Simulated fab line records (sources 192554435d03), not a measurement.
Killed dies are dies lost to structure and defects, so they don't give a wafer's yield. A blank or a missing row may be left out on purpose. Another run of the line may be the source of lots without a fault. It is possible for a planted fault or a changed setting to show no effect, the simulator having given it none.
fab line records	flow n5_finfet
record lots=7	wafers=21
route steps=1938 shown ZERO_LAYER@4 FIN_SAQP@114 FIN_CUT@176 STI_FIN_REVEAL@190 SPACER0@260
start_h: start of the lot's first displayed wafer, in hours after the record's first day	wait_h: time in hours since the lot's previous step	" unchanged from the row above	L1.1+2: several wafers, shown together as one row	- no value, or no start given	* or withheld: withheld	< > ~ a bound
route shown NAME@n: names a module that has steps shown in the file, with the first one's number in the route	usual: average and standard deviation across the fault-free wafers	same: alike in all rows	chamber/n: place in a boat	sites: readings site by site	_std_site: standard deviation of those values	_edge_site: mean of outer sites minus mean of inner sites	radius_mm: for every site, how far away it sits from the centre of the wafer	mask NAME#n: copy n	behind: tool/chamber where the wafer was last shaped	hold: why the lot went on hold/how many hours it stayed there/how the hold came to an end	device: the n, p or np transistor that did not switch	end of line: tests run on the same wafers once the route is complete	a step with no rows: only its recipe	killed: not the wafer's yield, but the dies lost to structure and defects at the first sort	map: a wafer's dies, marking killed ones x, the rest . and places with no die _
set.NAME: the run value of the setting; set.NAME@STEP: its run value at that earlier step	model.NAME: the simulator's own value behind a step, which no gauge read
lots run with intentionally changed settings; tables by step, rows by wafer
## steps
# step N5_ZERO_LAYER_PECVD_02
# recipe material=SiO2	target_thk_a=100	temp_c=400	precursor=SiH4/N2O	pressure_torr=0.75	rf_w=275	time_s=6
lot.wafer	tool	chamber	start_h	wait_h	set.time_s	model.SiO2_of_ZERO_LAYER_PECVD_02.thk_nm
L075.2	pecvd-03	2	18.45	0.0	6	9.654
L075.5	"	0	"	"	6	10.19
L075.6	"	2	"	"	6	9.918
L076.4	pecvd-03	0	24.31	0.1	6	10.07
L076.5	"	0	"	"	6	10.04
L076.6	"	1	"	"	5.723	9.268
L081.2	pecvd-03	2	54.28	0.0	6	9.751
L081.3	"	0	"	"	6	10.01
L081.4	"	0	"	"	6	10.14
L082.1	pecvd-04	0	60.29	0.0	5.235	8.748
L082.3	"	2	"	"	6	10.07
L082.5	"	2	"	"	5.235	8.781
L083.4	pecvd-01	0	66.31	0.1	6.721	11.34
L083.5	"	1	"	"	6.721	11.11
L083.6	"	2	"	"	6.721	11.31
L096.2	pecvd-01	1	144.29	0.0	6	9.789
L096.3	"	2	"	"	6	10.01
L096.4	"	0	"	"	6.752	11.26
L097.2	pecvd-04	0	150.28	0.0	6	9.971
L097.3	"	2	"	"	6	9.766
L097.5	"	1	"	"	6	9.968
# step N5_ZERO_LAYER_COAT_05
# recipe spin_rpm=1500	resist_thk_nm=1000
lot.wafer	tool	chamber	start_h	wait_h	set.spin_rpm	model.coat_of_ZERO_LAYER_COAT_05.thk_nm
L075.2	litho_track-04	0	-	-	1500	995.9
L075.5	"	0	"	"	1500	997.3
L075.6	"	0	"	"	1500	997
L076.4	litho_track-05	0	-	-	1500	1005
L076.5	"	0	"	"	1500	1004
L076.6	"	0	"	"	1634	962.8
L081.2	litho_track-05	0	-	-	1500	1004
L081.3	"	0	"	"	1409	1035
L081.4	"	0	"	"	1409	1038
L082.1	litho_track-04	0	-	-	1500	997.4
L082.3	"	0	"	"	1500	995.3
L082.5	"	0	"	"	1433	1021
L083.4	litho_track-03	0	-	-	1500	1005
L083.5	"	0	"	"	1548	986.6
L083.6	"	0	"	"	1548	988.1
L096.2	litho_track-05	0	-	-	1500	995.8
L096.3	"	0	"	"	1500	999.1
L096.4	"	0	"	"	1500	997.8
L097.2	litho_track-04	0	-	-	1500	1000
L097.3	"	0	"	"	1608	964.3
L097.5	"	0	"	"	1608	962.6
# step N5_ZERO_LAYER_DESCUM_16
# recipe chemistry=O2	time_s=7.9	source_power_w=50	bias_power_w=20	pressure_mtorr=20	rf_frequency_hz=2.712e+07	temp_c=40	o2_flow_sccm=225
lot.wafer	tool	chamber	start_h	wait_h	set.time_s
L075.2+5+6	rie_diel-05	2,1,2	19.08	0.1	7.9
L076.4+6	rie_diel-04	2,0	24.83	0.0	8.92
L076.5	"	3	"	"	7.9
L081.2+3	rie_diel-05	1,2	54.68	0.0	6.208
L081.4	"	0	"	"	7.9
L082.1+3+5	rie_diel-04	3,2,3	60.81	0.0	7.9
L083.4+5+6	rie_diel-05	2,2,3	66.86	0.2	7.9
L096.2+3	rie_diel-01	2,3	144.68	0.0	6.996
L096.4	"	2	"	"	7.9
L097.2+3+5	rie_diel-01	3,1,1	150.68	0.0	7.9
# step N5_ZERO_LAYER_ETCH_17
# recipe chemistry=CF4	target=SiO2	target_depth_a=120	time_s=13.3	ion_energy_ev=350	pressure_mtorr=40	source_w=450	bias_w=215	Ar_flow_sccm=100	cf4_flow_sccm=100
lot.wafer	tool	chamber	start_h	wait_h	set.spin_rpm@ZERO_LAYER_COAT_05	model.coat_of_ZERO_LAYER_COAT_05.thk_nm
L075.2	rie_diel-05	2	19.12	0.0	1500	966.2
L075.5	"	1	"	"	1500	967.4
L075.6	"	2	"	"	1500	967.2
L076.4	rie_diel-04	2	24.86	0.0	1500	975.5
L076.5	"	3	"	"	1500	974.9
L076.6	"	0	"	"	1634	932.2
L081.2	rie_diel-05	1	54.71	0.0	1500	975.2
L081.3	"	2	"	"	1409	1006
L081.4	"	0	"	"	1409	1009
L082.1	rie_diel-04	3	60.85	0.0	1500	967.9
L082.3	"	2	"	"	1500	965.8
L082.5	"	3	"	"	1433	991.2
L083.4	rie_diel-05	2	66.90	0.0	1500	975.3
L083.5	"	2	"	"	1548	957.1
L083.6	"	3	"	"	1548	958.4
L096.2	rie_diel-01	2	144.72	0.0	1500	966.5
L096.3	"	3	"	"	1500	970
L096.4	"	2	"	"	1500	968
L097.2	rie_diel-01	3	150.71	0.0	1500	970.8
L097.3	"	1	"	"	1608	934.9
L097.5	"	1	"	"	1608	933.1
# step N5_ZERO_LAYER_ETCH_18
# recipe chemistry=HBr/Cl2	target=Si	target_depth_a=1200	time_s=40	pressure_mtorr=10	icp_w=800	bias_w=75	HBr_flow_sccm=150	Cl2_flow_sccm=80
# step N5_ZERO_LAYER_STRIP_24
# recipe chemistry=O2	power_w=1000	temp_c=250	overash_fraction=0.3	pressure_mtorr=1000	o2_flow_sccm=6750
# usual strip_time_to_endpoint_s=43.88/0.088
lot.wafer	tool	chamber	start_h	wait_h	set.spin_rpm@ZERO_LAYER_COAT_05	strip_time_to_endpoint_s
L075.2	plasma_asher-01	0	19.30	0.1	1500	43.69
L075.5	"	0	"	"	1500	43.74
L075.6	"	1	"	"	1500	43.76
L076.4	plasma_asher-01	0	25.06	0.1	1500	44.01
L076.5	"	0	"	"	1500	43.97
L076.6	"	1	"	"	1634	42.71
L081.2	plasma_asher-01	0	54.89	0.1	1500	44.00
L081.3	"	1	"	"	1409	44.93
L081.4	"	0	"	"	1409	45.01
L082.1	plasma_asher-02	1	61.03	0.1	1500	43.84
L082.3	"	1	"	"	1500	43.72
L082.5	"	1	"	"	1433	44.51
L083.4	plasma_asher-02	1	67.09	0.1	1500	44.03
L083.5	"	0	"	"	1548	43.49
L083.6	"	1	"	"	1548	43.54
L096.2	plasma_asher-01	0	144.90	0.1	1500	43.72
L096.3	"	0	"	"	1500	43.81
L096.4	"	1	"	"	1500	43.79
L097.2	plasma_asher-01	1	150.94	0.1	1500	43.87
L097.3	"	1	"	"	1608	42.74
L097.5	"	0	"	"	1608	42.71
# step N5_FIN_SAQP_DESCUM_21
# recipe chemistry=O2	time_s=7.9	source_power_w=50	bias_power_w=20	pressure_mtorr=20	rf_frequency_hz=2.712e+07	temp_c=40	resist=CAR-ArF	o2_flow_sccm=225
lot.wafer	tool	chamber	start_h	wait_h	set.time_s	model.CAR-ArF_of_FIN_SAQP_COAT_10.thk_nm
L075.2	rie_diel-03	0	27.76	0.0	7.9	83.95
L075.5	"	1	"	"	7.9	83.93
L075.6	"	2	"	"	7.9	83.53
L076.4	rie_diel-06	0	33.99	0.0	6.269	84.33
L076.5	"	2	"	"	7.9	83.56
L076.6	"	1	"	"	7.9	83.42
L081.2	rie_diel-06	1	64.25	0.0	8.668	83.2
L081.3	"	2	"	"	7.9	83.58
L081.4	"	3	"	"	7.9	83.61
L082.1	rie_diel-06	0	70.30	0.1	7.9	83.73
L082.3	"	3	"	"	7.9	83.98
L082.5	"	1	"	"	6.864	84.4
L083.4	rie_diel-02	0	75.44	0.1	7.9	83.36
L083.5	"	3	"	"	7.9	83.59
L083.6	"	1	"	"	7.023	83.82
L096.2	rie_diel-02	1	153.48	0.0	7.114	83.8
L096.3	"	3	"	"	7.9	83.44
L096.4	"	0	"	"	7.9	83.27
L097.2	rie_diel-06	1	160.47	0.0	7.9	83.72
L097.3	"	3	"	"	7.9	83.58
L097.5	"	0	"	"	7.9	83.43
# step N5_FIN_SAQP_SPACER1_ALD_24
# recipe material=SiO2	target_thk_a=203	temp_c=300	ald_precursor_family=BDEAS	ald_co_reactant=O2-plasma	pulse_time_s=1	purge_time_s=2	co_reactant_purge_time_s=2	ald_cycles=218	pressure_torr=2
lot.wafer	tool	chamber	start_h	wait_h	set.ald_cycles	model.SiO2_of_FIN_SAQP_SPACER1_ALD_24.thk_nm
L075.2+6	ald_sin-02	0	28.92	0.3	218	20.2
L075.5	"	1	"	"	218	20.4
L076.4+5+6	ald_sin-02	0,2,1	35.07	0.1	218	20.2
L081.2+3	ald_sin-04	2,3	65.34	0.3	218	20.4
L081.4	"	0	"	"	242	22.6
L082.1	ald_sin-02	3	71.39	0.3	245	23
L082.3	"	2	"	"	218	20.2
L082.5	"	0	"	"	245	22.6
L083.4	ald_sin-02	3	77.17	0.8	218	20.2
L083.5+6	"	1,2	"	"	227	21
L096.2+4	ald_sin-02	3,0	154.57	0.3	186	17.4
L096.3	"	2	"	"	218	20.2
L097.2	ald_sin-04	2	161.58	0.3	218	20.2
L097.3	"	3	"	"	218	20.4
L097.5	"	1	"	"	228	21.4
# step N5_FIN_SAQP_SPACER1_ETCHBACK_25
# recipe chemistry=CHF3/O2	mode=anisotropic_etchback	target=SiO2	target_depth_a=244	time_s=12.2	pressure_mtorr=30	source_w=650	bias_w=170	Ar_flow_sccm=200	CHF3_flow_sccm=50	O2_flow_sccm=5	ion_energy_ev=200
# step N5_FIN_SAQP_MANDREL1_REMOVE_56
# recipe chemistry=HBr/Cl2/O2	bt_time_s=10	target=a-Si	stop_on=SiNx	endpoint=OES-SiCl	over_etch_frac=1	icp_w=600	bias_w=22	HBr_flow_sccm=150	Cl2_flow_sccm=80	O2_flow_sccm=5	pressure_mtorr=10
lot.wafer	tool	chamber	start_h	wait_h	set.ald_cycles@FIN_SAQP_SPACER1_ALD_24	model.FIN_SAQP.cd_nm
L075.2+5+6	rie_si-06	0,1,0	29.72	0.1	218	20.2
L076.4+5+6	rie_si-04	3,2,1	35.88	0.1	218	20.2
L081.2	rie_si-05	0	66.15	0.1	218	20.6
L081.3	"	3	"	"	218	20.4
L081.4	"	2	"	"	242	22.6
L082.1	rie_si-05	3	72.19	0.1	245	22.8
L082.3	"	1	"	"	218	20.2
L082.5	"	1	"	"	245	22.6
L083.4	rie_si-05	2	77.63	0.0	218	20.2
L083.5	"	3	"	"	227	21
L083.6	"	2	"	"	227	20.8
L096.2	rie_si-05	0	155.44	0.1	186	17.4
L096.3	"	3	"	"	218	20.4
L096.4	"	2	"	"	186	17.2
L097.2+3	rie_si-06	0,3	162.38	0.1	218	20.2
L097.5	"	2	"	"	228	21.4
# step N5_FIN_SAQP_CD_MEAS_27
# recipe target_cd_nm=20	landing_energy_ev=1000	detector=se_inlens	polarity=line
# usual cd_nm=20.30/0.25
lot.wafer	tool	chamber	start_h	wait_h	set.ald_cycles@FIN_SAQP_SPACER1_ALD_24	cd_nm
L075.2	cd_sem-02	0	29.84	0.1	218	20.35
L075.5	"	0	"	"	218	20.22
L075.6	"	0	"	"	218	20.20
L076.4	cd_sem-01	0	36.00	0.1	218	20.47
L076.5	"	0	"	"	218	19.89
L076.6	"	0	"	"	218	20.20
L081.2	cd_sem-01	0	66.26	0.1	218	20.34
L081.3	"	0	"	"	218	20.36
L081.4	"	0	"	"	242	22.92
L082.1	cd_sem-03	0	72.30	0.1	245	23.07
L082.3	"	0	"	"	218	20.21
L082.5	"	0	"	"	245	22.31
L083.4	cd_sem-03	0	77.75	0.1	218	20.06
L083.5	"	0	"	"	227	20.73
L083.6	"	0	"	"	227	21.29
L096.2	cd_sem-01	0	155.56	0.1	186	17.62
L096.3	"	0	"	"	218	20.47
L096.4	"	0	"	"	186	17.54
L097.2	cd_sem-01	0	162.50	0.1	218	20.44
L097.3	"	0	"	"	218	20.82
L097.5	"	0	"	"	228	21.53
# step N5_FIN_CUT_CUT_ETCH_15
# recipe chemistry=HBr/Cl2/O2	target=Si	target_depth_a=1000	bt_time_s=10	mask_material=SOC	time_s=42.4	ion_energy_ev=*	bias_w=*	pressure_mtorr=10	icp_w=800	HBr_flow_sccm=150	Cl2_flow_sccm=80	O2_flow_sccm=12
lot.wafer	tool	chamber	start_h	wait_h	set.bias_w	model.SOC_of_FIN_CUT_COAT_18.thk_nm
L075.2	rie_si-02	3	33.21	0.1	*	170.6
L075.5+6	"	0,1	"	"	*	170.4
L076.4	rie_si-03	0	39.28	0.0	*	170.8
L076.5	"	3	"	"	*	170.8
L076.6	"	0	"	"	*	171
L081.2+3	rie_si-02	0,1	70.51	0.1	*	169.2
L081.4	"	2	"	"	*	169.8
L082.1	rie_si-01	1	75.61	0.1	*	171.6
L082.3	"	0	"	"	*	170
L082.5	"	2	"	"	*	170.4
L083.4	rie_si-03	2	81.06	0.1	*	170.8
L083.5	"	0	"	"	*	168.6
L083.6	"	1	"	"	*	173
L096.2	rie_si-03	2	159.09	0.1	*	170.8
L096.3	"	1	"	"	*	172.2
L096.4	"	3	"	"	*	169
L097.2	rie_si-02	3	166.16	0.1	*	170
L097.3	"	1	"	"	*	170.6
L097.5	"	3	"	"	*	167.2
# step N5_FIN_CUT_CUT_ETCH_28
# recipe chemistry=HBr/Cl2/O2	target=Si	target_depth_a=60	mask_material=SOC	time_s=2.4	ion_energy_ev=*	bias_w=*	pressure_mtorr=10	icp_w=800	HBr_flow_sccm=150	Cl2_flow_sccm=80	O2_flow_sccm=12
lot.wafer	tool	chamber	start_h	wait_h	set.bias_w@FIN_CUT_CUT_ETCH_15	model.SOC_of_FIN_CUT_COAT_18.thk_nm
L075.2+5	rie_si-02	3,0	33.26	0.0	*	168.8
L075.6	"	1	"	"	*	168.6
L076.4	rie_si-03	0	39.33	0.0	*	169
L076.5	"	3	"	"	*	169.2
L076.6	"	0	"	"	*	169.2
L081.2	rie_si-02	0	70.56	0.0	*	167.4
L081.3	"	1	"	"	*	167.6
L081.4	"	2	"	"	*	168.2
L082.1	rie_si-01	1	75.66	0.0	*	169.8
L082.3	"	0	"	"	*	168.2
L082.5	"	2	"	"	*	168.6
L083.4	rie_si-03	2	81.11	0.0	*	169
L083.5	"	0	"	"	*	167
L083.6	"	1	"	"	*	171.4
L096.2	rie_si-03	2	159.14	0.0	*	169
L096.3	"	1	"	"	*	170.4
L096.4	"	3	"	"	*	167.2
L097.2	rie_si-02	3	166.22	0.0	*	168.2
L097.3	"	1	"	"	*	169
L097.5	"	3	"	"	*	165.6
# step N5_STI_FIN_REVEAL_ETCHBACK_08
# recipe chemistry=C4F6/O2	target=SiO2	target_depth_a=305	time_s=10.167	ion_energy_ev=250	pressure_mtorr=30	source_w=345	bias_w=185	Ar_flow_sccm=300	C4F6_flow_sccm=10	O2_flow_sccm=10
lot.wafer	tool	chamber	start_h	wait_h	set.time_s
L075.2+5+6	rie_diel-03	0,3,2	39.17	0.2	10.167
L076.4+5+6	rie_diel-06	0,1,0	46.49	0.1	10.167
L081.2+3+4	rie_diel-03	3,0,2	76.53	0.2	10.167
L082.1	rie_diel-02	2	81.57	0.2	10.167
L082.3+5	"	0,1	"	"	11.71
L083.4+5+6	rie_diel-03	1,1,0	87.51	0.2	10.167
L096.2+4	rie_diel-02	0,1	165.31	0.2	10.167
L096.3	"	3	"	"	9.229
L097.2+3+5	rie_diel-02	1,3,2	172.39	0.2	10.167
# step N5_STI_FIN_REVEAL_PRECLEAN_17
# recipe chemistry=NF3:NH3	afs_cycles=1	temp_c=30	time_s=20	sublimation_temp_c=180	sublimation_time_s=60	pressure_torr=3	rf_power_w=30
lot.wafer	tool	chamber	start_h	wait_h	set.time_s
L075.2+5+6	remote_plasma-02	0	41.34	0.1	20
L076.4+6	remote_plasma-02	1	48.72	0.1	20
L076.5	"	1	"	"	23.92
L081.2	remote_plasma-02	0	78.70	0.1	24.27
L081.3+4	"	0	"	"	20
L082.1+3+5	remote_plasma-01	0	83.73	0.0	20
L083.4+5+6	remote_plasma-02	0	89.74	0.1	20
L096.2+3+4	remote_plasma-01	0	167.48	0.1	20
L097.2+5	remote_plasma-02	0	174.56	0.1	20
L097.3	"	0	"	"	17.39
# step N5_STI_FIN_REVEAL_ETCH_34
# recipe chemistry=H2	mode=isotropic	material=Si	target=Si	target_depth_a=9.7	temp_c=20	pressure_mtorr=4.5	icp_w=300	bias_w=0	h2_flow_sccm=7.5	he_flow_sccm=142.5
# step N5_STI_FIN_REVEAL_OXIDATION_31
# recipe chemistry=O2_PLASMA_REMOTE	temp_c=150	time_s=20	pressure_mtorr=1000	source_power_w=2000	o2_flow_sccm=3000
# step N5_STI_FIN_REVEAL_SRD_23
# recipe dry=ipa_marangoni	time_s=30	temp_c=23	rinse_liquid=diw
# step N5_STI_FIN_REVEAL_FIN_H_MEAS_10
# usual trench_depth_nm=52.0/0.58
lot.wafer	tool	chamber	start_h	wait_h	set.time_s@STI_FIN_REVEAL_ETCHBACK_08	trench_depth_nm
L075.2	ocd-02	-	42.21	0.0	10.167	52.9
L075.5	"	-	"	"	10.167	52.5
L075.6	"	-	"	"	10.167	52.6
L076.4	ocd-02	-	49.44	0.0	10.167	52.3
L076.5	"	-	"	"	10.167	52.7
L076.6	"	-	"	"	10.167	52.9
L081.2	ocd-01	-	79.54	0.0	10.167	52.1
L081.3	"	-	"	"	10.167	51.6
L081.4	"	-	"	"	10.167	51.1
L082.1	ocd-02	-	84.60	0.0	10.167	51.4
L082.3	"	-	"	"	11.71	54.9
L082.5	"	-	"	"	11.71	55.8
L083.4	ocd-02	-	90.47	0.0	10.167	52.0
L083.5	"	-	"	"	10.167	52.4
L083.6	"	-	"	"	10.167	52.3
L096.2	ocd-01	-	168.26	0.0	10.167	51.1
L096.3	"	-	"	"	9.229	48.8
L096.4	"	-	"	"	10.167	51.3
L097.2	ocd-01	-	175.34	0.0	10.167	52.1
L097.3	"	-	"	"	10.167	51.5
L097.5	"	-	"	"	10.167	52.6
# step N5_SPACER0_ALD_08
# recipe material=SiNx	target_thk_a=20	temp_c=400	ald_precursor_family=SiH2I2	ald_co_reactant=N2/H2-plasma	pressure_torr=2
lot.wafer	tool	chamber	start_h	wait_h	set.target_thk_a
L075.2+5+6	ald_sin-01	3,3,2	52.80	0.1	20
L076.4+5+6	ald_sin-01	1,0,1	60.14	0.1	20
L081.2+3+4	ald_sin-04	2,1,3	90.05	0.1	20
L082.1+3	ald_sin-03	0,3	95.03	0.1	22.64
L082.5	"	2	"	"	20
L083.4+5+6	ald_sin-03	2,1,0	102.03	0.1	20
L096.2+3	ald_sin-03	3,1	178.71	0.1	20
L096.4	"	0	"	"	17.81
L097.2	ald_sin-01	2	186.34	0.1	20
L097.3+5	"	1	"	"	17.53
## key
split step=N5_ZERO_LAYER_PECVD_02	setting=time_s	stated=6	by=wafer
response step=N5_ZERO_LAYER_PECVD_02	reading=model.SiO2_of_ZERO_LAYER_PECVD_02.thk_nm	change=+0.11	per=1%	r=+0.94
split step=N5_ZERO_LAYER_COAT_05	setting=spin_rpm	stated=1500	by=wafer
response step=N5_ZERO_LAYER_COAT_05	reading=model.coat_of_ZERO_LAYER_COAT_05.thk_nm	change=-5.03	per=1%	r=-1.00
response step=N5_ZERO_LAYER_ETCH_17	reading=model.coat_of_ZERO_LAYER_COAT_05.thk_nm	change=-5.09	per=1%	r=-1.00
response step=N5_ZERO_LAYER_STRIP_24	reading=strip_time_to_endpoint_s	change=*	per=1%	r=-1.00
split step=N5_ZERO_LAYER_DESCUM_16	setting=time_s	stated=7.9	by=wafer
response none clear
split step=N5_FIN_SAQP_DESCUM_21	setting=time_s	stated=7.9	by=wafer
response step=N5_FIN_SAQP_DESCUM_21	reading=model.CAR-ArF_of_FIN_SAQP_COAT_10.thk_nm	change=-0.04	per=1%	r=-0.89
split step=N5_FIN_SAQP_SPACER1_ALD_24	setting=ald_cycles	stated=218	by=wafer
response step=N5_FIN_SAQP_SPACER1_ALD_24	reading=model.SiO2_of_FIN_SAQP_SPACER1_ALD_24.thk_nm	change=+0.2	per=1%	r=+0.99
response step=N5_FIN_SAQP_MANDREL1_REMOVE_56	reading=model.FIN_SAQP.cd_nm	change=+0.204	per=1%	r=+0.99
response step=N5_FIN_SAQP_CD_MEAS_27	reading=cd_nm	change=+0.207	per=1%	r=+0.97
split step=N5_FIN_CUT_CUT_ETCH_15	setting=bias_w	stated=*	by=wafer
response step=N5_FIN_CUT_CUT_ETCH_15	reading=model.SOC_of_FIN_CUT_COAT_18.thk_nm	change=-0.165	per=1%	r=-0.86
response step=N5_FIN_CUT_CUT_ETCH_28	reading=model.SOC_of_FIN_CUT_COAT_18.thk_nm	change=-0.164	per=1%	r=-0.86
split step=N5_STI_FIN_REVEAL_ETCHBACK_08	setting=time_s	stated=10.167	by=wafer
response step=N5_STI_FIN_REVEAL_FIN_H_MEAS_10	reading=trench_depth_nm	change=+0.263	per=1%	r=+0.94
split step=N5_STI_FIN_REVEAL_PRECLEAN_17	setting=time_s	stated=20	by=wafer
response none clear
split step=N5_SPACER0_ALD_08	setting=target_thk_a	stated=20	by=wafer
response none in this file
